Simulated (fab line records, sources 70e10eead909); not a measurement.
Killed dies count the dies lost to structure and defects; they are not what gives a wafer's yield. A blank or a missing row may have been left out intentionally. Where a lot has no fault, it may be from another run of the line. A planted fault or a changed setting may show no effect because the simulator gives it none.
Matching of chambers :: flow nand-harc :: rie-diel-07 running NHARC_A_CHANNEL_HOLE_D1_ETCH_44: 4 sister chambers
The step etches the open film in CF4/O2, target depth 140 nm, overetch 14 nm, time 77 s. 16 wafers are shown with their chamber, then 8 later ones without.

WAFERS, EACH WITH ITS CHAMBER
wafer: L079.1
chamber: 0
showerhead-plenum-p-Torr (Torr): 1.296
oes-product-au (a.u.): 0.997
o2-flow-sccm (sccm): 19.96

wafer: L079.2
chamber: 2
showerhead-plenum-p-Torr (Torr): 1.336
oes-product-au (a.u.): 1.007
o2-flow-sccm (sccm): 19.96

wafer: L079.3
chamber: 3
showerhead-plenum-p-Torr (Torr): 1.291
oes-product-au (a.u.): 0.995
o2-flow-sccm (sccm): 20.02

wafer: L081.4
chamber: 0
showerhead-plenum-p-Torr (Torr): 1.296
oes-product-au (a.u.): 0.993
o2-flow-sccm (sccm): 20.11

wafer: L081.5
chamber: 0
showerhead-plenum-p-Torr (Torr): 1.296
oes-product-au (a.u.): 1.012
o2-flow-sccm (sccm): 20.04

wafer: L081.6
chamber: 3
showerhead-plenum-p-Torr (Torr): 1.290
oes-product-au (a.u.): 0.999
o2-flow-sccm (sccm): 20.02

wafer: L082.3
chamber: 3
showerhead-plenum-p-Torr (Torr): 1.290
oes-product-au (a.u.): 0.994
o2-flow-sccm (sccm): 19.91

wafer: L082.4
chamber: 2
showerhead-plenum-p-Torr (Torr): 1.336
oes-product-au (a.u.): 0.998
o2-flow-sccm (sccm): 20.02

wafer: L082.6
chamber: 3
showerhead-plenum-p-Torr (Torr): 1.290
oes-product-au (a.u.): 0.989
o2-flow-sccm (sccm): 19.95

wafer: L085.1
chamber: 3
showerhead-plenum-p-Torr (Torr): 1.289
oes-product-au (a.u.): 1.007
o2-flow-sccm (sccm): 19.94

wafer: L085.3
chamber: 2
showerhead-plenum-p-Torr (Torr): 1.335
oes-product-au (a.u.): 1.006
o2-flow-sccm (sccm): 20.07

wafer: L085.5
chamber: 2
showerhead-plenum-p-Torr (Torr): 1.335
oes-product-au (a.u.): 1.010
o2-flow-sccm (sccm): 20.11

wafer: L087.2
chamber: 1
showerhead-plenum-p-Torr (Torr): 1.330
oes-product-au (a.u.): 0.990
o2-flow-sccm (sccm): 19.99

wafer: L087.3
chamber: 2
showerhead-plenum-p-Torr (Torr): 1.335
oes-product-au (a.u.): 1.005
o2-flow-sccm (sccm): 19.98

wafer: L087.5
chamber: 1
showerhead-plenum-p-Torr (Torr): 1.330
oes-product-au (a.u.): 0.990
o2-flow-sccm (sccm): 20.04

wafer: L089.3
chamber: 0
showerhead-plenum-p-Torr (Torr): 1.295
oes-product-au (a.u.): 1.003
o2-flow-sccm (sccm): 20.07

SIGNATURES (means of the wafers above)
reading: showerhead-plenum-p-Torr
chamber 0: 1.29575
chamber 1: 1.33000
chamber 2: 1.33540
chamber 3: 1.29000
scatter within a chamber: 0.000574

reading: oes-product-au
chamber 0: 1.00125
chamber 1: 0.99000
chamber 2: 1.00520
chamber 3: 0.99680
scatter within a chamber: 0.00622

reading: o2-flow-sccm
chamber 0: 20.0450
chamber 1: 20.0150
chamber 2: 20.0280
chamber 3: 19.9680
scatter within a chamber: 0.0568
Rule: for each reading, subtract the chamber's mean from the wafer's reading, divide by that reading's scatter and square the result; add these up over the readings and take the root, which gives the wafer's distance from the chamber. If the next closest chamber is less than 2 further off than the closest, the wafer can't be placed; otherwise it belongs to the closest. The scatter: the root of (the sum of the squares of (reading less its chamber's mean) over the shown wafers, divided by (wafers less chambers)).

WAFERS WITH NO CHAMBER GIVEN
wafer: L089.4
showerhead-plenum-p-Torr (Torr): 1.289
oes-product-au (a.u.): 1.004
o2-flow-sccm (sccm): 20.00

wafer: L089.5
showerhead-plenum-p-Torr (Torr): 1.295
oes-product-au (a.u.): 1.010
o2-flow-sccm (sccm): 20.03

wafer: L094.1
showerhead-plenum-p-Torr (Torr): 1.335
oes-product-au (a.u.): 0.997
o2-flow-sccm (sccm): 19.96

wafer: L094.3
showerhead-plenum-p-Torr (Torr): 1.289
oes-product-au (a.u.): 0.997
o2-flow-sccm (sccm): 19.99

wafer: L094.5
showerhead-plenum-p-Torr (Torr): 1.289
oes-product-au (a.u.): 0.994
o2-flow-sccm (sccm): 19.94

wafer: L097.2
showerhead-plenum-p-Torr (Torr): 1.329
oes-product-au (a.u.): 0.990
o2-flow-sccm (sccm): 20.10

wafer: L097.3
showerhead-plenum-p-Torr (Torr): 1.295
oes-product-au (a.u.): 1.007
o2-flow-sccm (sccm): 19.91

wafer: L097.6
showerhead-plenum-p-Torr (Torr): 1.329
oes-product-au (a.u.): 0.998
o2-flow-sccm (sccm): 20.05

WHICH CHAMBER EACH WENT THROUGH
wafer: L089.4
from the rows above: 3
in truth: 3

wafer: L089.5
from the rows above: 0
in truth: 0

wafer: L094.1
from the rows above: 2
in truth: 2

wafer: L094.3
from the rows above: 3
in truth: 3

wafer: L094.5
from the rows above: 3
in truth: 3

wafer: L097.2
from the rows above: 1
in truth: 1

wafer: L097.3
from the rows above: 0
in truth: 0

wafer: L097.6
from the rows above: 1
in truth: 1
Placed correctly: 8 of 8. Can't be placed from these rows: 0. Wrongly placed: 0.
